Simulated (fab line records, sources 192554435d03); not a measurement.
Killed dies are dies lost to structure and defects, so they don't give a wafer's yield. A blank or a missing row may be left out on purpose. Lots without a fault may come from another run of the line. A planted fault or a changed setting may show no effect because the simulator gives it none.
fab line records | flow n5_finfet
record lots=5 wafers=15 last_day=17
route steps=1938 shown BEOL_M6@1242 BEOL_M7@1263
lots that met no fault: from a run of the same line without faults
start_h: hours from the record's first day to the start of the lot's first wafer shown | wait_h: hours since the lot's step before | " the same as in the row above | L1.1+2: a row that stands for several wafers | - no value, or no start given | * or withheld: withheld | < > ~ a bound
route shown NAME@n: a module of which the file shows steps, and the number in the route of the first | usual: mean/standard deviation of fault-free wafers | same: alike in all rows | chamber/n: place in a boat | sites: the reading at each site | _std_site: their standard deviation | _edge_site: outer sites' mean less inner sites' | radius_mm: how far each site lies from the wafer's centre | mask NAME#n: copy n | behind: the tool/chamber that last shaped the wafer | hold: why the lot was held/for how many hours/how that ended | device: the transistor (n, p or np) that didn't switch | end of line: the same wafers' tests at the end of the route | a step without rows: its recipe alone | killed: dies lost to structure and defects at the first sort, not the wafer's yield | map: a wafer's dies, x killed, . not, _ none there
set.NAME: the setting as run; set.NAME@STEP: as run at that earlier step | model.NAME: the simulator's own value behind a step, which no gauge read
lots at some steps of the route; a table a step, a row a wafer
services: from which hour (start_h, from the record's first day; less than 0 if before it) a tool's chamber was out of use, for how many hours, and why
## steps
# step N5_BEOL_M6_OCD_MEAS_38
# usual trench_depth_nm=94.3/1.5
# columns lot.wafer tool chamber start_h wait_h trench_depth_nm
L074.1 ocd-01 - 185.69 - 93.1
L074.4 " - " " 95.1
L074.6 " - " " 95.7
L084.1 ocd-01 - 243.75 - 93.9
L084.4 " - " " 95.9
L084.5 " - " " 92.7
L086.1 ocd-02 - 278.07 - 95.7
L086.4 " - " " 94.6
L086.5 " - " " 93.6
L093.1 ocd-01 - 307.22 - 97.3
L093.3 " - " " 93.9
L093.4 " - " " 95.8
L094.1 ocd-01 - 325.06 - 95.0
L094.5 " - " " 95.7
L094.6 " - " " 92.4
# step N5_BEOL_M6_HM_STRIP_39
# recipe chemistry=peroxide_tin_strip material=TiN target_depth_a=250 temp_c=50 time_s=158
# columns lot.wafer tool chamber start_h wait_h
L074.1+4+6 wet_bench-03 5,2,7 185.72 0.0
L084.1+4+5 wet_bench-01 3,1,6 243.78 0.0
L086.1+4+5 wet_bench-01 2,3,0 278.11 0.0
L093.1+3+4 wet_bench-01 1,4,6 307.26 0.0
L094.1+5+6 wet_bench-01 3,7,4 325.10 0.0
# step N5_BEOL_M6_SRD_40
# recipe time_s=30 temp_c=23 rinse_liquid=diw dry=ipa_marangoni
# columns lot.wafer tool chamber start_h wait_h
L074.1+4+6 wet_bench-03 5,2,7 185.77 0.0
L084.1+4+5 wet_bench-01 3,1,6 243.83 0.0
L086.1+4+5 wet_bench-01 2,3,0 278.15 0.0
L093.1+3+4 wet_bench-01 1,4,6 307.30 0.0
L094.1+5+6 wet_bench-01 3,7,4 325.14 0.0
# step N5_BEOL_M6_PRECLEAN_42
# recipe chemistry=residue_remover time_s=60 temp_c=40
# columns lot.wafer tool chamber start_h wait_h
L074.1+4+6 wet_bench-03 5,2,7 185.79 0.0
L084.1+4+5 wet_bench-01 3,1,6 243.85 0.0
L086.1+4+5 wet_bench-01 2,3,0 278.17 0.0
L093.1+3+4 wet_bench-01 1,4,6 307.32 0.0
L094.1+5+6 wet_bench-01 3,7,4 325.16 0.0
# step N5_BEOL_M6_SRD_43
# recipe time_s=30 temp_c=23 rinse_liquid=diw dry=ipa_marangoni
# columns lot.wafer tool chamber start_h wait_h
L074.1+4+6 wet_bench-03 5,2,7 185.81 0.0
L084.1+4+5 wet_bench-01 3,1,6 243.86 0.0
L086.1+4+5 wet_bench-01 2,3,0 278.19 0.0
L093.1+3+4 wet_bench-01 1,4,6 307.34 0.0
L094.1+5+6 wet_bench-01 3,7,4 325.18 0.0
# step N5_BEOL_M6_CD_MEAS_35
# recipe target_cd_nm=40 target_cd_y_nm=28 polarity=opening
# usual cd_nm=40.0/0.54
# columns lot.wafer tool chamber start_h wait_h cd_nm
L074.1 cd_sem-01 - 185.85 0.0 39.8
L074.4 " - " " 39.8
L074.6 " - " " 39.7
L084.1 cd_sem-03 - 243.90 0.0 39.2
L084.4 " - " " 39.4
L084.5 " - " " 40.0
L086.1 cd_sem-03 - 278.23 0.0 39.8
L086.4 " - " " 39.1
L086.5 " - " " 39.3
L093.1 cd_sem-03 - 307.38 0.0 39.8
L093.3 " - " " 39.4
L093.4 " - " " 40.5
L094.1 cd_sem-02 - 325.22 0.0 40.1
L094.5 " - " " 39.3
L094.6 " - " " 39.6
# step N5_BEOL_M6_CURE_75
# recipe temp_c=370 time_s=120 ambient=DMADMS/He material=SiCOH_lowk
# usual lamp_power_pct=52.31/0.056 wafer_temp_C_max=371.6/0.5
# columns lot.wafer tool chamber start_h wait_h lamp_power_pct wafer_temp_C_max
L074.1 uv_cure-02 2 185.89 0.0 52.33 371.1
L074.4 " 2 " " 52.21 370.9
L074.6 " 2 " " 52.38 371.2
L084.1 uv_cure-03 2 243.95 0.0 52.40 372.0
L084.4 " 2 " " 52.22 371.8
L084.5 " 2 " " 52.29 371.7
L086.1 uv_cure-03 2 278.41 0.2 52.33 372.3
L086.4 " 2 " " 52.31 371.6
L086.5 " 2 " " 52.17 371.6
L093.1 uv_cure-02 2 307.42 0.0 52.42 370.8
L093.3 " 2 " " 52.31 371.6
L093.4 " 2 " " 52.35 371.3
L094.1 uv_cure-01 0 325.46 0.2 52.28 372.0
L094.5 " 0 " " 52.34 371.7
L094.6 " 0 " " 52.37 372.3
# step N5_BEOL_M6_DEGAS_44
# recipe ambient=vacuum temp_c=250 time_s=60
# usual heater_power_w=320/28
# columns lot.wafer tool chamber start_h wait_h heater_power_w
L074.1 pvd_sputter-02 - 186.53 0.5 311
L074.4 " - " " 279
L074.6 " - " " 339
L084.1 pvd_sputter-03 - 244.40 0.4 297
L084.4 " - " " 293
L084.5 " - " " 305
L086.1 pvd_sputter-02 - 279.09 0.6 282
L086.4 " - " " 335
L086.5 " - " " 284
L093.1 pvd_sputter-01 - 307.82 0.4 359
L093.3 " - " " 354
L093.4 " - " " 345
L094.1 pvd_sputter-02 - 325.88 0.4 331
L094.5 " - " " 271
L094.6 " - " " 333
# step N5_BEOL_M6_PRE_CLEAN_45
# recipe gas=H2/He time_s=30 temp_c=250
# usual heater_power_w=320/27
# columns lot.wafer tool chamber start_h wait_h heater_power_w
L074.1 pvd_sputter-02 - 186.57 0.0 317
L074.4 " - " " 274
L074.6 " - " " 335
L084.1 pvd_sputter-03 - 244.44 0.0 306
L084.4 " - " " 302
L084.5 " - " " 299
L086.1 pvd_sputter-02 - 279.13 0.0 276
L086.4 " - " " 332
L086.5 " - " " 276
L093.1 pvd_sputter-01 - 307.86 0.0 362
L093.3 " - " " 349
L093.4 " - " " 346
L094.1 pvd_sputter-02 - 325.92 0.0 334
L094.5 " - " " 270
L094.6 " - " " 336
# step N5_BEOL_M6_ALD_77
# recipe material=TaN target_thk_a=20 temp_c=275 ald_precursor_family=PDMAT ald_co_reactant=NH3 pressure_torr=3 carrier_flow_sccm=1500 pulse_time_s=2 purge_time_s=3 co_reactant_purge_time_s=2 co_reactant_pulse_time_s=3 ald_cycles=40 precursor_vessel_temp_c=75 precursor_vessel_pressure_torr=26.25 precursor_vessel_carrier_sccm=1000
# usual heater_power_w=414/52 mfc_carrier_sccm=1501/4.2
# same co_reactant_purge_time_s=2
# columns lot.wafer tool chamber start_h wait_h heater_power_w mfc_carrier_sccm
L074.1 ald_metal-03 3 186.65 0.1 386 1493
L074.4 " 1 " " 381 1496
L074.6 " 0 " " 448 1500
L084.1 ald_metal-02 2 244.50 0.0 421 1501
L084.4 " 1 " " 439 1499
L084.5 " 3 " " 344 1510
L086.1 ald_metal-02 0 279.19 0.0 448 1501
L086.4 " 2 " " 407 1494
L086.5 " 3 " " 333 1500
L093.1 ald_metal-02 1 307.92 0.0 451 1500
L093.3 " 3 " " 336 1500
L093.4 " 0 " " 468 1493
L094.1 ald_metal-01 3 325.98 0.0 445 1501
L094.5 " 2 " " 336 1505
L094.6 " 1 " " 386 1504
# step N5_BEOL_M6_SURFACE_TREAT_79
# recipe gas=Ar time_s=* ion_energy_ev=* ion_current_ma_cm2=0.5 pressure_mtorr=* ar_flow_sccm=30
# usual throttle_valve_pct=*
# columns lot.wafer tool chamber start_h wait_h throttle_valve_pct
L074.1 pvd_sputter-01 - 186.93 0.2 *
L074.4 " - " " *
L074.6 " - " " *
L084.1 pvd_sputter-03 - 244.81 0.2 *
L084.4 " - " " *
L084.5 " - " " *
L086.1 pvd_sputter-01 - 279.50 0.2 *
L086.4 " - " " *
L086.5 " - " " *
L093.1 pvd_sputter-02 - 308.28 0.2 *
L093.3 " - " " *
L093.4 " - " " *
L094.1 pvd_sputter-03 - 326.36 0.3 *
L094.5 " - " " *
L094.6 " - " " *
# step N5_BEOL_M6_CVD_78
# recipe material=Co target_thk_a=20 temp_c=withheld precursor=CCTBA/H2 pressure_torr=30 time_s=142.3
# columns lot.wafer tool chamber start_h wait_h
L074.1+4+6 cvd_co-02 2,1,2 186.99 0.0
L084.1+4+5 cvd_co-02 2,2,0 244.89 0.1
L086.1+4+5 cvd_co-02 2,2,1 279.79 0.3
L093.1+3+4 cvd_co-01 2,0,0 308.39 0.1
L094.1+5+6 cvd_co-01 2,2,1 326.42 0.0
# step N5_BEOL_M6_SPUTTER_48
# recipe material=Cu target_thk_a=100 temp_c=-20 bias_v=60 power_w=26000 chamber_pressure_pa=0.13 time_s=1.667
# usual throttle_valve_pct=30.1/1
# columns lot.wafer tool chamber start_h wait_h throttle_valve_pct
L074.1 pvd_sputter-03 - 187.12 0.1 28.9
L074.4 " - " " 29.1
L074.6 " - " " 29.1
L084.1 pvd_sputter-03 - 245.03 0.1 30.6
L084.4 " - " " 30.5
L084.5 " - " " 30.6
L086.1 pvd_sputter-01 - 281.50 1.7 30.9
L086.4 " - " " 28.9
L086.5 " - " " 30.8
L093.1 pvd_sputter-03 - 309.98 1.5 29.0
L093.3 " - " " 30.9
L093.4 " - " " 29.3
L094.1 pvd_sputter-02 - 326.60 0.1 28.2
L094.5 " - " " 29.5
L094.6 " - " " 29.4
# step N5_BEOL_M6_ECD_50
# recipe material=Cu target_thk_a=3000
# columns lot.wafer tool chamber start_h wait_h
L074.1+4+6 ecd_cu-02 1,0,1 187.24 0.1
L084.1+4+5 ecd_cu-02 1,0,1 245.15 0.1
L086.1+4+5 ecd_cu-01 1,0,1 281.62 0.1
L093.1+3+4 ecd_cu-01 0,0,1 310.10 0.1
L094.1+5+6 ecd_cu-02 1,1,0 326.72 0.1
# step N5_BEOL_M6_ANNEAL_51
# recipe temp_c=225 time_s=90 ambient=N2
# usual anneal_temp_c_max=226.3/0.63 wafer_temp_C_max=225.60/0.22
# columns lot.wafer tool chamber start_h wait_h anneal_temp_c_max wafer_temp_C_max
L074.1 rtp_anneal-01 0 187.92 0.7 227.0 225.23
L074.4 " 0 " " 227.3 225.59
L074.6 " 0 " " 226.4 225.61
L084.1 rtp_anneal-01 0 245.42 0.2 227.6 225.50
L084.4 " 0 " " 227.4 225.52
L084.5 " 0 " " 227.6 225.44
L086.1 rtp_anneal-02 0 281.71 0.1 225.8 225.84
L086.4 " 0 " " 225.9 225.89
L086.5 " 0 " " 226.2 225.58
L093.1 rtp_anneal-02 0 310.39 0.3 225.5 225.55
L093.3 " 0 " " 226.0 225.57
L093.4 " 0 " " 225.7 225.72
L094.1 rtp_anneal-01 0 327.90 1.2 227.4 225.56
L094.5 " 0 " " 227.0 225.48
L094.6 " 0 " " 226.9 225.19
# step N5_BEOL_M6_CMP_52
# recipe stop_on=SiCOH_lowk t_overpolish_s=6.9 down_force_psi=1 platen_rpm=50 clearing_platen_down_force_psi=1.5 clearing_platen_rpm=50 post_cmp_clean=cu_alkaline target_thk_nm=80 clearing_platen_pad_velocity_m_s=0.99484 pad_velocity_m_s=0.99484
# usual barrier_field_endpoint_s=28.6/0.71 head_pressure_psi=1.0001/0.0022 motor_current_A=6.1/0.55 overpolish_run_s=6.900/0.0099 time_to_endpoint_s=61.8/2.8
# columns lot.wafer tool chamber start_h wait_h barrier_field_endpoint_s head_pressure_psi motor_current_A overpolish_run_s time_to_endpoint_s
L074.4 cmp-01 2 188.29 0.2 28.6 0.9964 5.3 6.898 60.2
L074.1 " 3 " " 27.8 0.9991 5.7 6.896 59.3
L074.6 " 0 " " 29.5 0.9995 5.4 6.894 64.5
L084.1 cmp-01 2 245.73 0.3 28.2 0.9999 5.6 6.912 61.7
L084.4 " 1 " " 28.2 1.0006 6.1 6.889 61.7
L084.5 " 3 " " 27.0 1.0006 5.8 6.902 59.2
L086.1 cmp-02 2 282.01 0.3 27.6 1.0009 5.5 6.896 57.8
L086.4 " 1 " " 28.3 0.9968 6.7 6.905 60.2
L086.5 " 2 " " 27.9 0.9996 5.7 6.895 58.5
L093.3 cmp-03 0 310.69 0.2 28.5 1.0001 6.4 6.912 60.8
L093.1 " 1 " " 28.6 0.9976 7.0 6.895 63.9
L093.4 " 2 " " 28.9 1.0005 6.8 6.913 61.5
L094.1 cmp-01 3 328.27 0.3 28.3 1.0011 5.9 6.904 62.4
L094.6 " 1 " " 29.1 1.0011 6.2 6.900 61.3
L094.5 " 2 " " 28.6 1.0015 5.2 6.903 61.2
# step N5_BEOL_M6_THK_MEAS_53
# recipe thk_meas_gauge=xrf reads=Cu_of_BEOL_M6_ECD_50
# usual M6_THK=79.5/2
# columns lot.wafer tool chamber start_h wait_h M6_THK[nm]
L074.1 film_metro-01 - 188.51 - 79.2
L074.4 " - " " 80.5
L074.6 " - " " 82.3
L084.1 film_metro-01 - 246.02 - 81.1
L084.4 " - " " 81.4
L084.5 " - " " 80.7
L086.1 film_metro-01 - 282.30 - 80.4
L086.4 " - " " 79.1
L086.5 " - " " 76.2
L093.1 film_metro-01 - 310.98 - 83.0
L093.3 " - " " 79.7
L093.4 " - " " 81.7
L094.1 film_metro-01 - 328.49 - 81.1
L094.5 " - " " 81.5
L094.6 " - " " 78.1
# step N5_BEOL_M6_PRE_CLEAN_55
# recipe gas=NH3 time_s=15 temp_c=withheld rf_power_w=300
# columns lot.wafer tool chamber start_h wait_h
L074.1+4+6 pecvd-03 2,2,0 188.55 0.0
L084.1+4+5 pecvd-04 2,1,2 246.06 0.0
L086.1+4+5 pecvd-03 2,1,0 282.34 0.0
L093.1+3+4 pecvd-02 0,2,1 311.02 0.0
L094.1+5+6 pecvd-02 1,1,0 328.52 0.0
# step N5_BEOL_M6_DEP_56
# recipe material=SiCN target_thk_a=100 temp_c=withheld precursor=3MS/NH3 pressure_torr=3 rf_w=202 time_s=17.5
# usual showerhead_plenum_p_Torr=3.661/0.0067 throttle_valve_pct=8.9/0.44
# columns lot.wafer tool chamber start_h wait_h showerhead_plenum_p_Torr throttle_valve_pct
L074.1 pecvd-03 2 188.58 0.0 3.664 8.3
L074.4 " 2 " " 3.652 8.3
L074.6 " 0 " " 3.652 9.6
L084.1 pecvd-04 2 246.08 0.0 3.663 8.3
L084.4 " 1 " " 3.661 9.1
L084.5 " 2 " " 3.660 8.3
L086.1 pecvd-03 2 282.37 0.0 3.661 8.6
L086.4 " 1 " " 3.657 8.8
L086.5 " 0 " " 3.643 9.5
L093.1 pecvd-02 0 311.05 0.0 3.664 9.2
L093.3 " 2 " " 3.662 8.3
L093.4 " 1 " " 3.667 9.3
L094.1 pecvd-02 1 328.55 0.0 3.659 9.6
L094.5 " 1 " " 3.666 9.6
L094.6 " 0 " " 3.663 9.0
# step N5_BEOL_M6_RS_MEAS_57
# recipe thk_meas_gauge=four-point-probe reads=Cu_of_BEOL_M6_ECD_50+Co_of_BEOL_M6_CVD_78+TaN_of_BEOL_M6_ALD_77
# usual M6_RS=0.288/0.0081
# columns lot.wafer tool chamber start_h wait_h M6_RS[ohm/sq]
L074.1 film_metro-01 - 188.64 0.1 0.294
L074.4 " - " " 0.287
L074.6 " - " " 0.280
L084.1 film_metro-01 - 246.15 0.1 0.286
L084.4 " - " " 0.283
L084.5 " - " " 0.286
L086.1 film_metro-02 - 282.43 0.1 0.284
L086.4 " - " " 0.290
L086.5 " - " " 0.303
L093.1 film_metro-02 - 311.12 0.1 0.277
L093.3 " - " " 0.291
L093.4 " - " " 0.284
L094.1 film_metro-01 - 328.62 0.1 0.283
L094.5 " - " " 0.280
L094.6 " - " " 0.295
# step N5_BEOL_M6_INSPECT_58
# recipe inspect_instrument=darkfield mode=post_dep
# usual raw_defect_count=64/22
# columns lot.wafer tool chamber start_h wait_h raw_defect_count
L074.1 defect_inspect-01 - 188.67 0.0 66
L074.4 " - " " 67
L074.6 " - " " 98
L084.1 defect_inspect-02 - 246.18 0.0 65
L084.4 " - " " 103
L084.5 " - " " 75
L086.1 defect_inspect-01 - 282.46 0.0 41
L086.4 " - " " 47
L086.5 " - " " 49
L093.1 defect_inspect-02 - 311.14 0.0 58
L093.3 " - " " 51
L093.4 " - " " 76
L094.1 defect_inspect-01 - 328.64 0.0 122
L094.5 " - " " 68
L094.6 " - " " 86
# step N5_BEOL_M7_ILD_DEP_00
# recipe material=SiCOH_lowk target_thk_a=1797.5 temp_c=300 precursor=DEMS/porogen pressure_torr=5 rf_w=500 time_s=33.4
# usual heater_power_w=366/71 showerhead_plenum_p_Torr=5.735/0.012 throttle_valve_pct=13.8/0.62
# columns lot.wafer tool chamber start_h wait_h heater_power_w showerhead_plenum_p_Torr throttle_valve_pct
L074.1 pecvd-02 1 188.71 0.0 272 5.725 14.7
L074.4 " 0 " " 257 5.735 13.6
L074.6 " 1 " " 273 5.740 14.6
L084.1 pecvd-01 2 246.22 0.0 433 5.727 13.0
L084.4 " 1 " " 441 5.721 14.2
L084.5 " 0 " " 381 5.757 14.3
L086.1 pecvd-01 2 282.50 0.0 418 5.724 13.0
L086.4 " 2 " " 413 5.744 13.0
L086.5 " 0 " " 326 5.748 14.3
L093.1 pecvd-02 0 311.18 0.0 291 5.745 13.6
L093.3 " 1 " " 274 5.738 14.5
L093.4 " 0 " " 296 5.725 13.7
L094.1 pecvd-01 0 328.68 0.0 346 5.741 14.5
L094.5 " 0 " " 355 5.758 14.0
L094.6 " 2 " " 459 5.734 13.4
# step N5_BEOL_M7_CURE_74
# recipe temp_c=385 time_s=240 ambient=He/Ar material=SiCOH_lowk
# usual lamp_power_pct=52.32/0.058 wafer_temp_C_max=386.7/0.46
# columns lot.wafer tool chamber start_h wait_h lamp_power_pct wafer_temp_C_max
L074.1 uv_cure-01 2 188.77 0.0 52.39 386.0
L074.4 " 2 " " 52.27 386.1
L074.6 " 2 " " 52.42 385.7
L084.1 uv_cure-01 0 246.28 0.0 52.37 386.6
L084.4 " 0 " " 52.29 387.1
L084.5 " 0 " " 52.29 386.5
L086.1 uv_cure-03 1 282.56 0.0 52.45 386.7
L086.4 " 1 " " 52.37 386.4
L086.5 " 1 " " 52.33 387.4
L093.1 uv_cure-03 1 311.24 0.0 52.23 387.2
L093.3 " 1 " " 52.40 387.3
L093.4 " 1 " " 52.34 387.2
L094.1 uv_cure-03 0 328.74 0.0 52.33 386.6
L094.5 " 0 " " 52.44 387.0
L094.6 " 0 " " 52.36 386.9
# step N5_BEOL_M7_THK_MEAS_01
# recipe reads=SiCOH_lowk_of_BEOL_M7_ILD_DEP_00
# usual M7_ILD_THK=155.5/2.1
# columns lot.wafer tool chamber start_h wait_h M7_ILD_THK[nm]
L074.1 film_metro-01 - 189.28 0.4 154.4
L074.4 " - " " 157.3
L074.6 " - " " 156.5
L084.1 film_metro-02 - 246.79 0.4 155.3
L084.4 " - " " 159.5
L084.5 " - " " 156.3
L086.1 film_metro-02 - 283.07 0.4 151.8
L086.4 " - " " 154.2
L086.5 " - " " 155.5
L093.1 film_metro-01 - 311.76 0.4 156.8
L093.3 " - " " 154.0
L093.4 " - " " 157.1
L094.1 film_metro-01 - 329.26 0.4 153.0
L094.5 " - " " 156.4
L094.6 " - " " 155.7
# step N5_BEOL_M7_PECVD_70
# recipe material=SiO2 target_thk_a=200 temp_c=400 precursor=TEOS/O2 pressure_torr=5.5 rf_w=450 teos_flow_sccm=53.8 gas=O2 flow_sccm=3000 time_s=22.7
# usual heater_power_w=749/120 showerhead_plenum_p_Torr=8.769/0.029 throttle_valve_pct=22.1/1.1
# columns lot.wafer tool chamber start_h wait_h heater_power_w showerhead_plenum_p_Torr throttle_valve_pct
L074.1 pecvd-02 2 189.32 0.0 689 8.796 20.6
L074.4 " 0 " " 657 8.765 22.2
L074.6 " 1 " " 659 8.751 23.4
L084.1 pecvd-02 1 246.83 0.0 657 8.767 23.5
L084.4 " 1 " " 665 8.783 23.7
L084.5 " 2 " " 670 8.786 20.8
L086.1 pecvd-03 0 283.11 0.0 654 8.706 23.3
L086.4 " 1 " " 920 8.783 21.9
L086.5 " 0 " " 652 8.728 23.4
L093.1 pecvd-03 2 311.79 0.0 804 8.760 20.9
L093.3 " 0 " " 765 8.719 23.1
L093.4 " 0 " " 758 8.705 23.4
L094.1 pecvd-03 2 329.29 0.0 762 8.776 21.0
L094.5 " 2 " " 779 8.779 21.0
L094.6 " 1 " " 1007 8.791 22.1
# step N5_BEOL_M7_HM_DEP_02
# recipe material=TiN target_thk_a=200 temp_c=25 chamber_pressure_pa=0.49996
# usual throttle_valve_pct=30.1/1.1
# columns lot.wafer tool chamber start_h wait_h throttle_valve_pct
L074.1 pvd_sputter-03 - 190.22 0.9 30.6
L074.4 " - " " 30.3
L074.6 " - " " 30.6
L084.1 pvd_sputter-03 - 247.95 1.1 29.3
L084.4 " - " " 30.4
L084.5 " - " " 30.2
L086.1 pvd_sputter-03 - 283.83 0.7 30.6
L086.4 " - " " 29.0
L086.5 " - " " 30.2
L093.1 pvd_sputter-01 - 313.99 2.2 30.0
L093.3 " - " " 32.2
L093.4 " - " " 30.9
L094.1 pvd_sputter-01 - 329.79 0.5 29.0
L094.5 " - " " 30.3
L094.6 " - " " 31.8
# step N5_BEOL_M7_COAT_59
# recipe resist=SOC temp_c=250 time_s=60 spin_rpm=1500 resist_thk_nm=100
# columns lot.wafer tool chamber start_h wait_h
L074.1+4+6 litho_track-01 0 190.35 0.1
L084.1+4+5 litho_track-04 0 248.08 0.1
L086.1+4+5 litho_track-05 0 283.95 0.1
L093.1+3+4 litho_track-01 0 314.12 0.1
L094.1+5+6 litho_track-04 0 329.92 0.1
# step N5_BEOL_M7_COAT_60
# recipe resist=SiARC temp_c=220 time_s=60 spin_rpm=1500 resist_thk_nm=35
# columns lot.wafer tool chamber start_h wait_h
L074.1+4+6 litho_track-01 0 - -
L084.1+4+5 litho_track-04 0 - -
L086.1+4+5 litho_track-05 0 - -
L093.1+3+4 litho_track-01 0 - -
L094.1+5+6 litho_track-04 0 - -
# step N5_BEOL_M7_COAT_05
# recipe resist=CAR-ArF spin_rpm=1500 resist_thk_nm=90
# columns lot.wafer tool chamber start_h wait_h
L074.1+4+6 litho_track-01 0 - -
L084.1+4+5 litho_track-04 0 - -
L086.1+4+5 litho_track-05 0 - -
L093.1+3+4 litho_track-01 0 - -
L094.1+5+6 litho_track-04 0 - -
# step N5_BEOL_M7_EBR_07
# recipe solvent=PGMEA ebr_width_mm=1.5
# columns lot.wafer tool chamber start_h wait_h
L074.1+4+6 litho_track-01 0 - -
L084.1+4+5 litho_track-04 0 - -
L086.1+4+5 litho_track-05 0 - -
L093.1+3+4 litho_track-01 0 - -
L094.1+5+6 litho_track-04 0 - -
# step N5_BEOL_M7_SOFTBAKE_06
# recipe temp_c=110 time_s=60 resist=CAR-ArF
# columns lot.wafer tool chamber start_h wait_h
L074.1+4+6 litho_track-01 0 - -
L084.1+4+5 litho_track-04 0 - -
L086.1+4+5 litho_track-05 0 - -
L093.1+3+4 litho_track-01 0 - -
L094.1+5+6 litho_track-04 0 - -
# step N5_BEOL_M7_EXPOSE_08
# recipe mask_id=M7 na=1.35 source_shape=dipole sigma_inner=0.817 sigma_outer=0.97 polarization=te dose_mj=68.25
# same na=1.35
# columns lot.wafer tool chamber start_h wait_h mask
L074.1+4+6 arfi_scanner-03 0 190.47 - M7#0
L084.1+4+5 arfi_scanner-02 0 248.32 - M7#0
L086.1+4+5 arfi_scanner-03 0 284.07 - M7#0
L093.1+3+4 arfi_scanner-03 0 314.24 - M7#0
L094.1+5+6 arfi_scanner-01 0 330.03 - M7#0
# step N5_BEOL_M7_PEB_09
# recipe peb_temp_c=withheld peb_time_s=60 resist=CAR-ArF
# columns lot.wafer tool chamber start_h wait_h
L074.1+4+6 litho_track-01 0 190.53 0.1
L084.1+4+5 litho_track-04 0 248.38 0.1
L086.1+4+5 litho_track-05 0 284.13 0.1
L093.1+3+4 litho_track-05 0 314.30 0.1
L094.1+5+6 litho_track-05 0 330.10 0.1
# step N5_BEOL_M7_DEVELOP_10
# recipe develop_time_s=30 developer=TMAH resist=CAR-ArF rinse_liquid=diw dry=air_spin dev_temp_c=23
# columns lot.wafer tool chamber start_h wait_h
L074.1+4+6 litho_track-01 0 - -
L084.1+4+5 litho_track-04 0 - -
L086.1+4+5 litho_track-05 0 - -
L093.1+3+4 litho_track-05 0 - -
L094.1+5+6 litho_track-05 0 - -
# step N5_BEOL_M7_CD_MEAS_11
# recipe target_cd_nm=38.5 landing_energy_ev=500 detector=se_inlens polarity=opening
# usual cd_nm=38.7/0.52
# columns lot.wafer tool chamber start_h wait_h cd_nm
L074.1 cd_sem-02 0 190.60 - 38.5
L074.4 " 0 " " 38.4
L074.6 " 0 " " 39.1
L084.1 cd_sem-03 0 248.45 - 38.1
L084.4 " 0 " " 38.2
L084.5 " 0 " " 38.4
L086.1 cd_sem-01 0 284.20 - 38.6
L086.4 " 0 " " 38.3
L086.5 " 0 " " 38.2
L093.1 cd_sem-02 0 314.37 - 39.5
L093.3 " 0 " " 40.1
L093.4 " 0 " " 40.0
L094.1 cd_sem-01 0 330.16 - 39.5
L094.5 " 0 " " 39.1
L094.6 " 0 " " 39.3
# step N5_BEOL_M7_OVL_MEAS_12
# recipe points_per_wafer=44
# usual M7_OVL=-0.6/0.93
# columns lot.wafer tool chamber start_h wait_h M7_OVL[nm]
L074.1 overlay-02 0 190.63 0.0 -0.2
L074.4 " 0 " " -1.4
L074.6 " 0 " " -1.4
L084.1 overlay-01 0 248.48 0.0 0.5
L084.4 " 0 " " 0.3
L084.5 " 0 " " 0.2
L086.1 overlay-01 0 284.23 0.0 0.7
L086.4 " 0 " " 0.1
L086.5 " 0 " " -0.3
L093.1 overlay-02 0 314.40 0.0 -1.0
L093.3 " 0 " " -0.9
L093.4 " 0 " " -1.7
L094.1 overlay-01 0 330.19 0.0 -0.3
L094.5 " 0 " " 0.1
L094.6 " 0 " " -1.5
# step N5_BEOL_M7_INSPECT_13
# recipe mode=adi inspect_instrument=brightfield
# usual raw_defect_count=376/91
# columns lot.wafer tool chamber start_h wait_h raw_defect_count
L074.1 defect_inspect-02 - 190.65 0.0 428
L074.4 " - " " 339
L074.6 " - " " 321
L084.1 defect_inspect-02 - 248.50 0.0 286
L084.4 " - " " 370
L084.5 " - " " 311
L086.1 defect_inspect-02 - 284.25 0.0 467
L086.4 " - " " 423
L086.5 " - " " 278
L093.1 defect_inspect-01 - 314.42 0.0 357
L093.3 " - " " 422
L093.4 " - " " 587
L094.1 defect_inspect-01 - 330.22 0.0 439
L094.5 " - " " 293
L094.6 " - " " 342
# step N5_BEOL_M7_DESCUM_16
# recipe chemistry=O2 time_s=7.9 source_power_w=50 bias_power_w=20 pressure_mtorr=20 rf_frequency_hz=2.712e+07 temp_c=40 resist=CAR-ArF o2_flow_sccm=225
# usual drypump_motor_current_A=5.6/0.45 oes_product_au=0.80/0.085 rf_vpp_V=243.0/1.4 showerhead_plenum_p_Torr=2.09/0.082 throttle_valve_pct=20.4/0.32
# columns lot.wafer tool chamber start_h wait_h drypump_motor_current_A oes_product_au rf_hours_counter_h rf_vpp_V showerhead_plenum_p_Torr throttle_valve_pct
L074.1 rie_diel-03 2 191.57 0.9 5.9 0.70 219 241.3 1.99 20.4
L074.4 " 0 " " 5.8 0.71 177 244.5 2.20 21.1
L074.6 " 2 " " 5.9 0.71 - 241.4 1.99 20.4
L084.1 rie_diel-03 1 248.67 0.2 4.9 0.91 26 242.0 2.14 20.4
L084.4 " 0 " " 5.8 0.70 197 243.6 2.19 21.1
L084.5 " 2 " " 6.0 0.70 - 240.6 1.98 20.4
L086.1 rie_diel-03 0 284.36 0.1 5.7 0.69 207 244.6 2.19 21.1
L086.4 " 1 " " 4.9 0.89 37 242.1 2.14 20.4
L086.5 " 3 " " 5.9 0.86 - 243.6 2.12 20.3
L093.1 rie_diel-04 1 314.70 0.3 5.0 0.90 20 242.8 2.03 20.1
L093.3 " 3 " " 5.4 0.81 75 244.2 2.22 20.0
L093.4 " 3 " " 5.4 0.81 - 245.4 2.22 20.0
L094.1 rie_diel-03 0 330.48 0.3 5.8 0.68 223 244.3 2.18 21.1
L094.5 " 0 " " 5.8 0.68 - 242.2 2.18 21.1
L094.6 " 1 " " 4.9 0.86 - 242.3 2.13 20.4
## services
# columns tool chamber start_h hours kind
cmp-01 - 162.94 1.1 repair
arfi_scanner-03 - 175.41 0.8 pm
uv_cure-02 - 180.80 2.1 pm
arfi_scanner-03 - 182.29 1.3 pm
arfi_scanner-03 - 184.48 4.1 repair
pecvd-01 2 187.26 6.8 repair
ecd_cu-02 - 189.21 1.2 repair
uv_cure-01 - 191.04 1.0 pm
cvd_co-01 1 192.58 13.5 repair
pecvd-03 - 195.49 2.4 repair
cvd_co-02 - 206.63 3.8 pm
cmp-01 - 207.51 4.9 pm
uv_cure-02 - 208.82 53.7 repair
cmp-01 - 221.30 2.3 repair
ald_metal-02 0 242.32 4.1 repair
arfi_scanner-03 - 254.68 12.8 repair
pecvd-01 - 266.59 2.8 pm
cmp-01 - 268.13 1.9 repair
cmp-01 - 289.09 4.0 pm
uv_cure-03 - 289.73 2.1 pm
uv_cure-01 - 304.10 7.5 pm
arfi_scanner-03 - 304.56 1.0 pm
arfi_scanner-03 - 307.79 1.3 pm
wet_bench-03 - 321.35 2.3 repair
## key
fault none
